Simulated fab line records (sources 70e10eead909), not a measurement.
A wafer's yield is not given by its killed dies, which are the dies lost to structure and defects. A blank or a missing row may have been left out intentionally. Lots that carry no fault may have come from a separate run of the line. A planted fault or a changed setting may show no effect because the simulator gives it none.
Problem report in the 8D (eight disciplines) form, filled by code / flow nand_harc / the parts of the form that need people (team, actions taken, sign-off) are left out

1. WHAT IS WRONG
Mean of plate_temp_C at NHARC_P_M0_PEB_07: 96.71 C across 6 wafers in 2 lots; on wafers with no fault it is 100.02 C (standard deviation 0.13). That is -25 standard deviations from the usual mean.
The step: peb time 65 s.
First observed at day 10 11:05: wafer L460.4, on litho_track-06. The record holds 42 wafers of 14 lots with a number at this step. Rule for "out" (also "out of limits"): further than 4 standard deviations from the usual mean. The rest of the wafers with a number are treated as sound.

2. WHAT THIS IS AND IS NOT
question=which readings at this step | is=plate_temp_C, heater_power_total_W | is not=-
question=which lots | is=L459, L460 | is not=L449, L450, L451, L454, L455, L456, L458, L468, L469, L470, L471, L472
question=which wafers of those lots | is=all that have a number | is not=-
question=read on which tools | is=litho_track-06 | is not=litho_track-01, litho_track-04
question=when | is=from day 10 11:05 | is not=up to then (21 sound wafers); but 15 sound wafers of L468, L469, L470, L471, L472 came after

3. WHAT RULES OUT EACH SUSPECT
Counting: any tool at a process step up to the reading is kept as a suspect provided that every lot that is out went through it and no sound lot did after the first of them.
- litho_track-06 at NHARC_P_M0_PEB_07 (peb time 65 s): kept. Every lot that is out went through it, starting with L460 (day 10 11:05), and after that it ran no sound lot; the last sound lot it ran before then is L458 (day 9 20:23). On those wafers its own readings are out: heater_power_total_W, plate_temp_C.
After counting, what remains is litho_track-06 at NHARC_P_M0_PEB_07.

4. THE CAUSE (what the simulator had put in)
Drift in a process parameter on litho_track-06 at NHARC_P_M0_PEB_07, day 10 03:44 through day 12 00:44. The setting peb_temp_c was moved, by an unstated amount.
After counting, this tool was the only one left.

5. THE CHAIN OF EFFECTS, in route order
Each row: a reading where the mean over the struck wafers with a number is more than 3 standard deviations away from the usual. Readings are gone through only where the record gives a usual standard deviation; hours: the median, over the lots, of the time from a lot's start at the first step in this table giving one to that lot's start at this step; sigmas: the change measured in usual standard deviations.
hours=0; step=NHARC_P_M0_PEB_07; reading=heater_power_total_W; usual=156.6 W; on struck wafers=149.4; change=-7.2; sigmas=-17
hours=0; step=NHARC_P_M0_PEB_07; reading=plate_temp_C; usual=100.02 C; on struck wafers=96.71; change=-3.31; sigmas=-25
It contains these process steps:
- NHARC_P_M0_PEB_07: peb time 65 s.

6. HOW IT WOULD HAVE BEEN CAUGHT EARLIER
In this record the first reading out of limits was taken at day 10 11:05, 7 hours after the fault began at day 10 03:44.
